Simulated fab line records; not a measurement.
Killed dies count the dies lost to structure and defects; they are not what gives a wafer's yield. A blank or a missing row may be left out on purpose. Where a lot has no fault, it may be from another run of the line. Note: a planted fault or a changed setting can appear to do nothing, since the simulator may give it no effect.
fab line records | flow nand_harc
record: lots: 11 wafers: 33 last_day: 25
route steps=1159 shown P_M1@310 P_M2@325
lots untouched by any fault: they come from a run of this same line in which no faults occurred
start_h: hours from the record's opening day to when the first of the lot's shown wafers began | wait_h: time in hours since the lot's previous step | " the same as in the row above | L1.1+2: several wafers, shown together as one row | - value missing, or start not given | * or withheld: withheld | < > ~ a bound
route shown NAME@n: names a module that has steps shown in the file, with the first one's number in the route | usual: average and standard deviation across the fault-free wafers | same: alike in all rows | chamber/n: place in a boat | sites: the reading at each site | _std_site: their standard deviation | _edge_site: the outer-site mean with the inner-site mean subtracted | radius_mm: for every site, how far away it sits from the centre of the wafer | mask NAME#n: copy n | behind: the last tool/chamber to shape the wafer | hold: why the lot was held/for how many hours/how that ended | device: names the non-switching transistor (n, p or np) | end of line: the same wafers' tests at the end of the route | a step without rows: its recipe alone | killed: not the wafer's yield, but the dies lost to structure and defects at the first sort | map: per-die view of a wafer (x killed, . not killed, _ where there is no die)
set.NAME: the setting that was run; set.NAME@STEP: the one run at that earlier step | model.NAME: the simulator's own value behind a step, which no gauge read
the route's steps for a sample of lots (tables are steps, rows are wafers)
services: when a tool's chamber went out of use (start_h, in hours from the record's first day, below 0 if earlier), for how many hours, and the reason
== steps ==
step: NHARC_P_M1_ANNEAL_31
recipe: temp_c: 225 time_s: 90
usual: wafer_temp_C_max: 226.4/0.37
columns lot.wafer tool chamber start_h wait_h wafer_temp_C_max
L412.1 rtp_anneal-02 0 131.97 - 226.5
L412.3 " 0 " " 225.7
L412.4 " 0 " " 225.8
L413.2 rtp_anneal-01 0 136.27 0.3 226.4
L413.5 " 0 " " 226.4
L413.6 " 0 " " 226.4
L415.1 rtp_anneal-01 0 140.75 0.3 226.7
L415.5 " 0 " " 226.5
L415.6 " 0 " " 226.3
L416.1 rtp_anneal-02 0 149.79 0.3 226.3
L416.4 " 0 " " 226.3
L416.5 " 0 " " 226.0
L417.1 rtp_anneal-01 0 150.26 - 226.6
L417.3 " 0 " " 226.4
L417.5 " 0 " " 226.7
L424.2 rtp_anneal-01 0 198.60 0.4 226.2
L424.3 " 0 " " 226.0
L424.4 " 0 " " 226.4
L426.3 rtp_anneal-02 0 207.88 - 226.3
L426.5 " 0 " " 226.3
L426.6 " 0 " " 226.6
L429.4 rtp_anneal-02 0 230.11 0.3 226.1
L429.5 " 0 " " 226.5
L429.6 " 0 " " 226.3
L432.2 rtp_anneal-01 0 241.12 - 226.7
L432.3 " 0 " " 227.7
L432.4 " 0 " " 226.7
L434.4 rtp_anneal-01 0 252.69 - 226.6
L434.5 " 0 " " 226.2
L434.6 " 0 " " 226.4
L435.2 rtp_anneal-01 0 270.43 - 226.4
L435.5 " 0 " " 226.7
L435.6 " 0 " " 226.3
step: NHARC_P_M2_EXPOSE_06
recipe: na: 1.35 target_cd_nm: 170 dose_mj: 80.78 mask_id: P_M2
usual: exposure_dose_mJ_cm2: 80.77/0.081
columns lot.wafer tool chamber start_h wait_h mask exposure_dose_mJ_cm2
L412.1 arfi_scanner-01 0 134.11 - P_M2#0 80.78
L412.3 " 0 " " P_M2#0 80.66
L412.4 " 0 " " P_M2#0 80.79
L413.2 arfi_scanner-02 0 138.36 - P_M2#0 80.78
L413.5 " 0 " " P_M2#0 80.80
L413.6 " 0 " " P_M2#0 80.75
L415.1 arfi_scanner-02 0 142.70 - P_M2#0 80.84
L415.5 " 0 " " P_M2#0 80.86
L415.6 " 0 " " P_M2#0 80.93
L416.1 arfi_scanner-02 0 151.72 - P_M2#0 80.90
L416.4 " 0 " " P_M2#0 80.85
L416.5 " 0 " " P_M2#0 80.90
L417.1 arfi_scanner-01 0 152.31 - P_M2#0 80.60
L417.3 " 0 " " P_M2#0 80.78
L417.5 " 0 " " P_M2#0 80.70
L424.2 arfi_scanner-02 0 200.50 - P_M2#0 78.55
L424.3 " 0 " " P_M2#0 78.60
L424.4 " 0 " " P_M2#0 78.62
L426.3 arfi_scanner-02 0 209.87 - P_M2#0 76.97
L426.5 " 0 " " P_M2#0 77.03
L426.6 " 0 " " P_M2#0 76.92
L429.4 arfi_scanner-01 0 232.15 - P_M2#0 80.83
L429.5 " 0 " " P_M2#0 80.71
L429.6 " 0 " " P_M2#0 80.82
L432.2 arfi_scanner-01 0 243.14 - P_M2#0 80.72
L432.3 " 0 " " P_M2#0 80.70
L432.4 " 0 " " P_M2#0 80.72
L434.4 arfi_scanner-01 0 254.48 - P_M2#0 80.65
L434.5 " 0 " " P_M2#0 80.62
L434.6 " 0 " " P_M2#0 80.66
L435.2 arfi_scanner-03 0 272.47 - P_M2#0 80.88
L435.5 " 0 " " P_M2#0 80.79
L435.6 " 0 " " P_M2#0 80.78
step: NHARC_P_M2_CD_MEAS_09
recipe: target_cd_nm: 170 landing_energy_ev: 500
usual: cd_nm: 170.1/0.63
columns lot.wafer tool chamber start_h wait_h cd_nm
L412.1 cd_sem-02 0 134.25 - 170.0
L412.3 " 0 " " 169.9
L412.4 " 0 " " 170.5
L413.2 cd_sem-01 0 138.50 - 169.4
L413.5 " 0 " " 169.8
L413.6 " 0 " " 170.1
L415.1 cd_sem-01 0 142.84 - 169.1
L415.5 " 0 " " 170.2
L415.6 " 0 " " 170.6
L416.1 cd_sem-02 0 151.86 - 171.0
L416.4 " 0 " " 170.3
L416.5 " 0 " " 170.2
L417.1 cd_sem-03 0 152.45 - 170.5
L417.3 " 0 " " 171.0
L417.5 " 0 " " 171.0
L424.2 cd_sem-01 0 200.63 - 172.8
L424.3 " 0 " " 171.8
L424.4 " 0 " " 178.5
L426.3 cd_sem-01 0 210.00 - 176.1
L426.5 " 0 " " 171.4
L426.6 " 0 " " 168.4
L429.4 cd_sem-03 0 232.28 - 169.7
L429.5 " 0 " " 169.4
L429.6 " 0 " " 169.9
L432.2 cd_sem-02 0 243.28 - 170.5
L432.3 " 0 " " 170.9
L432.4 " 0 " " 171.6
L434.4 cd_sem-03 0 254.61 - 169.7
L434.5 " 0 " " 170.8
L434.6 " 0 " " 171.2
L435.2 cd_sem-01 0 272.61 - 170.6
L435.5 " 0 " " 170.8
L435.6 " 0 " " 170.0
step: NHARC_P_M2_INSPECT_11
usual: raw_defect_count: 4/3
columns lot.wafer tool chamber start_h wait_h raw_defect_count
L412.1 defect_inspect-01 - 134.38 0.0 2
L412.3 " - " " 3
L412.4 " - " " 5
L413.2 defect_inspect-01 - 138.63 0.0 5
L413.5 " - " " 7
L413.6 " - " " 11
L415.1 defect_inspect-02 - 142.97 0.0 5
L415.5 " - " " 8
L415.6 " - " " 3
L416.1 defect_inspect-02 - 151.98 0.0 2
L416.4 " - " " 5
L416.5 " - " " 6
L417.1 defect_inspect-02 - 152.57 0.0 2
L417.3 " - " " 3
L417.5 " - " " 4
L424.2 defect_inspect-01 - 200.76 0.0 3
L424.3 " - " " 2
L424.4 " - " " 4
L426.3 defect_inspect-02 - 210.12 0.0 6
L426.5 " - " " 9
L426.6 " - " " 3
L429.4 defect_inspect-01 - 232.40 0.0 3
L429.5 " - " " 9
L429.6 " - " " 7
L432.2 defect_inspect-01 - 243.40 0.0 8
L432.3 " - " " 11
L432.4 " - " " 9
L434.4 defect_inspect-02 - 254.73 0.0 1
L434.5 " - " " 3
L434.6 " - " " 6
L435.2 defect_inspect-02 - 272.73 0.0 7
L435.5 " - " " 2
L435.6 " - " " 2
step: NHARC_P_M2_ETCH_28
recipe: target_depth_a: 300 over_etch_frac: 0.3 time_s: 72.99 ion_energy_ev: 150 cf4_flow_sccm: 50 n2_flow_sccm: 100 ar_flow_sccm: 150 rf_w: 300 bias_w: 100 chemistry: CF4/N2
usual: cf4_flow_sccm: 50.01/0.16 drypump_motor_current_A: 6.0/0.57 n2_flow_sccm: 100.03/0.29 oes_product_au: 1.000/0.011 rf_fwd_power_W: 298.0/1 rf_vpp_V: 314.3/1.9 showerhead_plenum_p_Torr: 2.63/0.11 throttle_valve_pct: 19.796/0.0088
columns lot.wafer tool chamber start_h wait_h cf4_flow_sccm drypump_motor_current_A n2_flow_sccm oes_product_au rf_fwd_power_W rf_hours_counter_h rf_vpp_V showerhead_plenum_p_Torr throttle_valve_pct
L412.1 rie_diel-03 0 - - 50.16 6.4 99.89 0.995 295.5 16 314.4 2.59 19.786
L412.3 " 1 " " 50.14 5.7 100.69 0.993 296.5 19 312.8 2.51 19.789
L412.4 " 3 " " 49.68 5.8 99.68 0.984 297.8 18 315.2 2.66 19.787
L413.2 rie_diel-09 1 - - 50.13 5.7 101.01 1.017 298.9 2 314.1 2.62 19.800
L413.6 " 2 " " 49.78 4.9 99.66 0.990 299.5 - 316.5 2.77 19.785
L413.5 " 3 " " 50.04 6.6 100.29 0.987 298.9 - 310.9 2.46 19.787
L415.1 rie_diel-09 2 - - 49.66 4.9 99.85 0.992 297.3 2 316.7 2.77 19.803
L415.5 " 3 " " 50.22 6.6 99.72 1.000 297.9 - 312.9 2.46 19.809
L415.6 " 0 " " 50.12 6.4 99.89 0.992 297.6 - 316.9 2.72 19.804
L416.1 rie_diel-09 3 - - 50.08 6.6 100.09 1.005 296.6 3 311.2 2.46 19.778
L416.4 " 0 " " 49.94 6.4 100.52 0.996 298.4 - 315.7 2.71 19.805
L416.5 " 1 " " 49.75 5.7 99.78 1.017 298.8 - 314.7 2.62 19.789
L417.1 rie_diel-09 1 - - 49.99 5.7 99.77 1.023 297.9 3 313.4 2.62 19.808
L417.3 " 0 " " 49.85 6.4 100.11 0.987 297.5 3 315.2 2.71 19.802
L417.5 " 1 " " 49.73 5.7 99.98 1.017 298.7 - 314.2 2.62 19.785
L424.2 rie_diel-09 0 - - 49.90 6.4 99.72 0.987 296.5 5 315.0 2.71 19.783
L424.4 " 1 " " 49.87 5.7 100.12 1.017 297.3 5 313.8 2.62 19.795
L424.3 " 2 " " 50.19 4.9 100.39 0.987 299.1 4 315.9 2.77 19.790
L426.3 rie_diel-03 2 - - 50.00 5.6 100.27 0.991 298.5 33 316.9 2.80 19.803
L426.6 " 1 " " 50.17 5.7 99.53 0.991 297.9 - 311.6 2.51 19.812
L426.5 " 2 " " 49.94 5.6 99.95 0.983 299.2 - 316.8 2.80 19.806
L429.4 rie_diel-03 3 - - 50.03 5.8 99.67 0.995 298.4 1 314.5 2.65 19.797
L429.5 " 3 " " 50.25 5.8 99.83 0.994 297.2 - 314.0 2.65 19.789
L429.6 " 0 " " 50.10 6.4 100.20 1.006 298.1 - 314.1 2.58 19.788
L432.2 rie_diel-09 3 - - 49.98 6.6 99.99 1.006 297.6 7 311.1 2.46 19.792
L432.4 " 0 " " 49.81 6.4 99.26 1.004 298.5 7 316.1 2.71 19.798
L432.3 " 1 " " 50.09 5.8 99.79 1.009 299.0 7 313.8 2.62 19.802
L434.4 rie_diel-03 2 - - 49.75 5.6 100.22 0.990 297.3 5 317.4 2.80 19.791
L434.5 " 2 " " 49.68 5.6 100.38 0.997 299.3 - 317.7 2.80 19.788
L434.6 " 3 " " 50.04 5.8 99.84 1.003 297.2 - 315.5 2.65 19.801
L435.2 rie_diel-09 1 - - 50.10 5.8 100.27 1.008 298.4 0 314.4 2.62 19.791
L435.6 " 3 " " 50.29 6.6 99.91 1.015 298.4 - 312.3 2.46 19.794
L435.5 " 0 " " 49.90 6.4 99.93 0.997 298.5 - 315.9 2.71 19.783
== services ==
columns tool chamber start_h hours kind
rie_diel-09 0 110.65 - clean
rie_diel-09 1 110.65 - clean
rie_diel-09 2 110.65 - clean
rie_diel-09 3 110.65 - clean
rie_diel-09 0 135.17 - clean
rie_diel-09 1 135.17 - clean
rie_diel-09 2 135.17 - clean
rie_diel-09 3 135.17 - clean
arfi_scanner-03 - 140.00 4.0 pm
rie_diel-09 2 144.04 23.7 repair
arfi_scanner-01 - 156.42 5.1 repair
arfi_scanner-02 - 156.95 10.9 repair
rie_diel-09 0 159.67 - clean
rie_diel-09 1 159.67 - clean
rie_diel-09 3 159.67 - clean
rie_diel-03 - 169.72 0.3 repair
rie_diel-03 3 197.18 19.8 repair
arfi_scanner-01 - 207.60 4.0 pm
rie_diel-03 - 215.30 9.0 pm
arfi_scanner-01 - 223.69 0.9 repair
arfi_scanner-02 - 240.74 2.0 repair
arfi_scanner-03 - 244.95 1.1 repair
rie_diel-09 - 254.13 9.0 pm
arfi_scanner-02 - 256.00 4.0 pm
== key ==
first_sign: step: NHARC_P_M2_EXPOSE_06 reading: exposure_dose_mJ_cm2 direction: down sigmas: 37 usual: 80.77 struck: 77.78
effect: step: NHARC_P_M2_CD_MEAS_09 reading: cd_nm direction: up sigmas: 4.8 usual: 170.1 struck: 173.2 wafers_moved: 4 through: control_loop
met_at NHARC_P_M2_EXPOSE_06
struck_lots L424,L426
loop_trim: step: NHARC_P_M2_EXPOSE_06 setting: dose lots: L424,L426
not_acting_at NHARC_P_M1_ANNEAL_31,NHARC_P_M2_INSPECT_11,NHARC_P_M2_ETCH_28
onset_between 151.72 200.50
fault: kind: process_parameter_drift tool: arfi_scanner-02 chamber: - onset_h: 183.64 steps: NHARC_P_M2_EXPOSE_06 channel: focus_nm offset: 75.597 spread_by_wafer: 0.3 shape: step end_h: 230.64
loop_trim: a control loop set the setting to another value than it would have without faults
